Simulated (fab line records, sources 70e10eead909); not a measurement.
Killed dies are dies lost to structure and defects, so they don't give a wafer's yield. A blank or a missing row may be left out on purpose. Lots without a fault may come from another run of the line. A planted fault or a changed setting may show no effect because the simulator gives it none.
fab line records | flow nand_harc
record lots=13 wafers=39 last_day=24
route steps=1159 shown A_CONTACT@950 THIN_TSV@1103 END@1159
lots that met no fault: from a run of the same line without faults
start_h: hours from the record's first day to the start of the lot's first wafer shown | wait_h: hours since the lot's step before | " the same as in the row above | L1.1+2: a row that stands for several wafers | - no value, or no start given | * or withheld: withheld | < > ~ a bound
route shown NAME@n: a module of which the file shows steps, and the number in the route of the first | usual: mean/standard deviation of fault-free wafers | same: alike in all rows | chamber/n: place in a boat | sites: the reading at each site | _std_site: their standard deviation | _edge_site: outer sites' mean less inner sites' | radius_mm: how far each site lies from the wafer's centre | mask NAME#n: copy n | behind: the tool/chamber that last shaped the wafer | hold: why the lot was held/for how many hours/how that ended | device: the transistor (n, p or np) that didn't switch | end of line: the same wafers' tests at the end of the route | a step without rows: its recipe alone | killed: dies lost to structure and defects at the first sort, not the wafer's yield | map: a wafer's dies, x killed, . not, _ none there
set.NAME: the setting as run; set.NAME@STEP: as run at that earlier step | model.NAME: the simulator's own value behind a step, which no gauge read
steps of the route over a sample of lots; a table a step, a row a wafer
services: from which hour (start_h, from the record's first day; less than 0 if before it) a tool's chamber was out of use, for how many hours, and why
## steps
# step NHARC_A_CONTACT_ETCH_98
# recipe target_depth_a=200 over_etch_frac=0.5 time_s=10 ion_energy_ev=250 c4f6_flow_sccm=25 o2_flow_sccm=20 ar_flow_sccm=500 rf_w=600 bias_w=500 chemistry=C4F6/O2
# usual drypump_motor_current_A=5.8/0.44 oes_product_au=0.968/0.025 rf_vpp_V=546/3.3 showerhead_plenum_p_Torr=3.87/0.15 throttle_valve_pct=26.904/0.0093
# columns lot.wafer tool chamber start_h wait_h drypump_motor_current_A oes_product_au rf_hours_counter_h rf_vpp_V showerhead_plenum_p_Torr throttle_valve_pct
L795.2 rie_diel-03 2 385.93 - 6.2 0.931 30 542 3.68 26.917
L795.4 " 0 " " 6.0 0.940 28 545 3.89 26.909
L795.5 " 1 " " 5.7 0.939 - 551 4.09 26.909
L797.2 rie_diel-12 0 406.36 - 6.2 0.978 5 550 4.08 26.913
L797.4 " 1 " " 6.0 0.973 5 545 3.85 26.889
L797.5 " 3 " " 5.7 0.978 - 546 3.90 26.891
L799.3 rie_diel-03 3 410.88 - 6.6 0.945 2 545 3.88 26.891
L799.4 " 0 " " 6.0 0.938 2 547 3.89 26.912
L799.5 " 2 " " 6.2 0.942 - 542 3.68 26.911
L798.4 rie_diel-03 2 416.13 - 6.2 0.973 3 543 3.68 26.909
L798.2 " 3 " " 6.6 0.956 3 545 3.88 26.911
L798.1 " 0 " " 6.0 0.945 3 546 3.89 26.887
L801.3 rie_diel-08 3 426.18 - 4.9 0.968 40 541 3.70 26.901
L801.4 " 2 " " 5.7 0.964 43 540 3.66 26.900
L801.5 " 0 " " 6.0 0.954 - 548 4.03 26.903
L802.2 rie_diel-08 1 428.68 - 5.8 1.011 43 546 3.89 26.910
L802.3 " 2 " " 5.7 1.020 44 540 3.66 26.914
L802.6 " 3 " " 4.9 1.015 - 544 3.70 26.910
L800.1 rie_diel-12 1 431.62 - 6.0 1.014 14 544 3.85 26.893
L800.6 " 0 " " 6.1 1.015 - 550 4.08 26.903
L800.5 " 1 " " 6.1 1.006 - 544 3.85 26.914
L804.1 rie_diel-08 3 440.42 - 4.9 0.994 45 542 3.70 26.890
L804.3 " 2 " " 5.7 1.005 48 541 3.66 26.900
L804.5 " 0 " " 6.0 1.001 - 550 4.02 26.898
L803.4 rie_diel-12 0 440.82 - 6.1 0.971 18 549 4.07 26.912
L803.3 " 1 " " 5.9 0.959 17 545 3.84 26.883
L803.6 " 0 " " 6.1 0.968 - 550 4.07 26.915
L805.3 rie_diel-08 2 445.77 - 5.7 0.965 49 542 3.66 26.912
L805.1 " 0 " " 5.9 0.969 45 548 4.02 26.896
L805.6 " 2 " " 5.7 0.968 - 542 3.66 26.911
L807.4 rie_diel-08 0 460.40 - 6.0 0.965 51 549 4.02 26.914
L807.2 " 1 " " 5.8 0.966 54 544 3.88 26.904
L807.6 " 2 " " 5.7 0.967 - 542 3.65 26.914
L815.1 rie_diel-03 1 506.21 0.2 5.7 0.950 22 549 4.08 26.911
L815.5 " 0 " " 6.0 0.950 - 546 3.88 26.915
L815.6 " 2 " " 6.2 0.953 - 543 3.67 26.902
L817.2 rie_diel-03 1 509.77 0.1 5.7 0.949 23 551 4.08 26.906
L817.4 " 2 " " 6.2 0.956 - 542 3.67 26.912
L817.6 " 0 " " 6.0 0.944 - 547 3.88 26.905
# step NHARC_THIN_TSV_THK_MEAS_02
# recipe thk_meas_gauge=ir
# usual thk_nm=2992/180
# columns lot.wafer tool chamber start_h wait_h thk_nm
L795.2 film_metro-01 - 432.15 0.2 2762
L795.4 " - " " 3302
L795.5 " - " " 2850
L797.2 film_metro-01 - 446.11 - 3185
L797.4 " - " " 2917
L797.5 " - " " 2926
L799.3 film_metro-02 - 447.30 - 2809
L799.4 " - " " 2857
L799.5 " - " " 2962
L798.1 film_metro-02 - 453.59 - 2598
L798.2 " - " " 2816
L798.4 " - " " 2881
L801.3 film_metro-02 - 460.28 0.2 2880
L801.4 " - " " 2648
L801.5 " - " " 2882
L802.2 film_metro-02 - 461.48 - 3124
L802.3 " - " " 3082
L802.6 " - " " 3053
L800.1 film_metro-01 - 462.69 - 2886
L800.5 " - " " 3039
L800.6 " - " " 3063
L804.1 film_metro-01 - 480.72 - 2812
L804.3 " - " " 3250
L804.5 " - " " 2737
L803.3 film_metro-02 - 481.93 0.2 2852
L803.4 " - " " 3175
L803.6 " - " " 2775
L805.1 film_metro-01 - 483.11 - 2862
L805.3 " - " " 3070
L805.6 " - " " 3063
L807.2 film_metro-02 - 491.44 - 2882
L807.4 " - " " 2997
L807.6 " - " " 3040
L815.1 film_metro-01 - 544.00 - 2910
L815.5 " - " " 2796
L815.6 " - " " 2881
L817.2 film_metro-01 - 548.16 - 2883
L817.4 " - " " 2957
L817.6 " - " " 3317
# step NHARC_THIN_TSV_PVD_51
# recipe target_thk_a=1000 chamber_pressure_pa=5 material=Cu
# usual throttle_valve_pct=30.0/0.75
# columns lot.wafer tool chamber start_h wait_h throttle_valve_pct
L795.4 pvd_sputter-01 - - - 28.9
L795.2 " - " " 29.5
L795.5 " - " " 29.9
L797.2 pvd_sputter-03 - - - 29.9
L797.4 " - " " 29.1
L797.5 " - " " 29.9
L799.3 pvd_sputter-01 - - - 29.7
L799.4 " - " " 30.1
L799.5 " - " " 29.0
L798.1 pvd_sputter-01 - - - 30.5
L798.2 " - " " 29.9
L798.4 " - " " 29.1
L801.4 pvd_sputter-01 - - - 29.8
L801.3 " - " " 29.7
L801.5 " - " " 29.2
L802.2 pvd_sputter-02 - - - 30.6
L802.3 " - " " 30.3
L802.6 " - " " 28.5
L800.1 pvd_sputter-02 - - - 30.6
L800.5 " - " " 30.4
L800.6 " - " " 28.2
L804.3 pvd_sputter-01 - - - 29.0
L804.1 " - " " 30.0
L804.5 " - " " 29.6
L803.4 pvd_sputter-01 - - - 29.2
L803.3 " - " " 29.9
L803.6 " - " " 29.1
L805.1 pvd_sputter-02 - - - 28.6
L805.3 " - " " 30.7
L805.6 " - " " 28.8
L807.4 pvd_sputter-03 - - - 30.2
L807.2 " - " " 31.0
L807.6 " - " " 30.3
L815.1 pvd_sputter-03 - - - 30.2
L815.5 " - " " 30.2
L815.6 " - " " 30.4
L817.2 pvd_sputter-02 - - - 30.2
L817.4 " - " " 28.7
L817.6 " - " " 30.7
# step NHARC_THIN_TSV_ANNEAL_52
# recipe temp_c=225 time_s=90
# usual anneal_temp_c_max=226.22/0.24 wafer_temp_C_max=226.4/0.36
# columns lot.wafer tool chamber start_h wait_h anneal_temp_c_max wafer_temp_C_max
L795.2 rtp_anneal-01 0 437.13 0.6 226.65 226.4
L795.4 " 0 " " 226.26 226.8
L795.5 " 0 " " 226.05 227.1
L797.2 rtp_anneal-01 0 451.70 0.7 226.40 226.4
L797.4 " 0 " " 225.85 226.9
L797.5 " 0 " " 226.32 226.3
L799.3 rtp_anneal-01 0 452.65 0.5 226.24 227.3
L799.4 " 0 " " 226.43 226.7
L799.5 " 0 " " 226.03 226.7
L798.1 rtp_anneal-01 0 459.11 0.5 226.53 226.1
L798.2 " 0 " " 226.21 226.2
L798.4 " 0 " " 226.76 226.1
L801.3 rtp_anneal-02 0 465.72 0.4 226.03 226.2
L801.4 " 0 " " 226.01 225.9
L801.5 " 0 " " 226.41 226.8
L802.2 rtp_anneal-02 0 466.97 0.9 225.54 226.4
L802.3 " 0 " " 226.43 226.7
L802.6 " 0 " " 226.12 226.8
L800.1 rtp_anneal-02 0 468.67 0.5 225.96 226.4
L800.5 " 0 " " 225.86 226.2
L800.6 " 0 " " 225.98 227.0
L804.1 rtp_anneal-01 0 486.16 0.6 226.18 226.4
L804.3 " 0 " " 226.09 226.0
L804.5 " 0 " " 226.49 226.8
L803.3 rtp_anneal-02 0 487.33 0.8 226.12 226.1
L803.4 " 0 " " 225.94 226.0
L803.6 " 0 " " 226.40 226.1
L805.1 rtp_anneal-02 0 488.38 0.6 226.07 226.3
L805.3 " 0 " " 226.20 225.9
L805.6 " 0 " " 226.15 225.8
L807.2 rtp_anneal-02 0 496.49 0.6 226.48 226.5
L807.4 " 0 " " 225.93 226.2
L807.6 " 0 " " 226.14 226.2
L815.1 rtp_anneal-01 0 549.34 0.6 225.99 226.8
L815.5 " 0 " " 226.99 227.0
L815.6 " 0 " " 226.11 226.4
L817.2 rtp_anneal-02 0 553.37 0.7 226.38 226.3
L817.4 " 0 " " 226.47 226.9
L817.6 " 0 " " 226.46 226.5
# step NHARC_END_SORT_01
# recipe temp_c=25
# usual killed_at_array=27/11 killed_at_other=0.8/1.4 killed_at_periphery=3.3/2 killed_dies=31/11 killed_open=3.4/1.8 killed_short=2.1/1.3
# same gross_dies=677
# columns lot.wafer tool chamber start_h wait_h killed_at_array killed_at_other killed_at_periphery killed_dies killed_open killed_short
L805.1 prober-02 0 504.64 2.5 114 0 4 118 3 3
L805.3 prober-02 0 506.23 3.1 103 0 5 108 4 1
L805.6 prober-02 0 508.61 4.0 100 0 4 104 4 0
L807.2 prober-02 0 513.19 2.8 133 0 1 134 3 2
L807.4 prober-02 0 514.79 3.4 124 0 4 128 3 2
L807.6 prober-02 0 516.39 4.0 120 0 1 121 2 2
# killed by level:class
L805.1 A_CONTACT:unspecified=91 A_SLIT:chamber_film_flake=8 P_BONDPAD:chamber_film_flake=3 A_CONTACT:chamber_film_flake=3 A_CONTACT:geometric_particle:open=2 A_CHANNEL_HOLE_D1:chamber_film_flake=2 A_CHANNEL_HOLE_D1:geometric_particle:short=1 A_WL_FILL:geometric_particle:open=1
L805.3 A_CONTACT:unspecified=83 A_SLIT:chamber_film_flake=6 P_BONDPAD:chamber_film_flake=4 A_SGD_CUT:chamber_film_flake=4 A_M0:geometric_particle:open=2 A_CHANNEL_HOLE_D1:chamber_film_flake=2 A_CONTACT:chamber_film_flake=2 A_SOURCE_PLATE:geometric_particle:short=1
L805.6 A_CONTACT:unspecified=76 A_SLIT:chamber_film_flake=13 P_BONDPAD:chamber_film_flake=3 A_SGD_CUT:chamber_film_flake=3 A_CONTACT:geometric_particle:open=2 A_CONTACT:chamber_film_flake=2 P_GATE:geometric_particle:open=1 A_M1:geometric_particle:open=1
L807.2 A_CONTACT:unspecified=89 A_CHANNEL_HOLE_D1:chamber_film_flake=14 A_SLIT:chamber_film_flake=13 A_SGD_CUT:chamber_film_flake=5 A_BONDPAD:chamber_film_flake=5 A_CONTACT:chamber_film_flake=2 A_ONON_D1:geometric_particle:open=1 A_CHANNEL_FILL_D1:geometric_particle:short=1
L807.4 A_CONTACT:unspecified=86 A_CHANNEL_HOLE_D1:chamber_film_flake=17 A_SLIT:chamber_film_flake=13 A_BONDPAD:chamber_film_flake=2 P_STI:geometric_particle:open=1 A_CHANNEL_FILL_D1:geometric_particle:open=1 A_SGD_CUT:geometric_particle:short=1 A_WL_FILL:geometric_particle:short=1
L807.6 A_CONTACT:unspecified=83 A_CHANNEL_HOLE_D1:chamber_film_flake=17 A_SLIT:chamber_film_flake=9 A_SGD_CUT:chamber_film_flake=2 A_CONTACT:chamber_film_flake=2 A_BONDPAD:chamber_film_flake=2 A_SOURCE_PLATE:geometric_particle:open=1 A_SGD_CUT:geometric_particle:short=1
## services
# columns tool chamber start_h hours kind
rie_diel-03 0 371.43 - clean
rie_diel-03 1 371.43 - clean
rie_diel-03 2 371.43 - clean
rie_diel-03 3 371.43 - clean
pvd_sputter-03 - 374.75 2.1 repair
rie_diel-12 - 379.84 9.0 pm
rie_diel-08 0 384.32 - clean
rie_diel-08 1 384.32 - clean
rie_diel-08 2 384.32 - clean
rie_diel-08 3 384.32 - clean
rie_diel-08 3 386.36 2.3 repair
pvd_sputter-02 - 392.00 10.0 pm
rie_diel-03 - 392.30 9.0 pm
rie_diel-03 0 392.30 9.0 vent_cycle
rie_diel-03 1 392.30 9.0 vent_cycle
rie_diel-03 2 392.30 9.0 vent_cycle
pvd_sputter-03 - 442.30 5.5 repair
pvd_sputter-03 - 458.00 10.0 pm
rie_diel-08 - 478.98 9.0 pm
rie_diel-03 2 479.61 3.9 repair
rie_diel-03 3 500.62 17.4 repair
pvd_sputter-01 - 514.00 10.0 pm
rie_diel-12 1 527.03 10.0 repair
rie_diel-08 - 535.24 0.5 repair
## key
first_sign step=NHARC_END_SORT_01 reading=killed_at_array direction=up sigmas=8.2 usual=27 struck=116
effect step=NHARC_END_SORT_01 reading=killed_dies direction=up sigmas=8.2 usual=31 struck=119
more_kills_born_at NHARC_A_CONTACT_ETCH_98@rie_diel-08=507
met_at NHARC_A_CONTACT_ETCH_98
struck_lots L805,L807
tester_left_out L805,L807
not_acting_at NHARC_THIN_TSV_THK_MEAS_02,NHARC_THIN_TSV_PVD_51,NHARC_THIN_TSV_ANNEAL_52
onset_between 440.42 445.77
fault kind=chamber_particle_source tool=rie_diel-08 chamber=- onset_h=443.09 steps=NHARC_A_CONTACT_ETCH_98 rate_per_visit_cm2=0.80048 end_h=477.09
# tester_left_out: of these lots the tester's yield and bins aren't shown, on N5 and GAA mostly nor the transistor test; their killed dies are dies lost to structure and defects alone, not to doping, threshold or leakage, so they don't give the yield
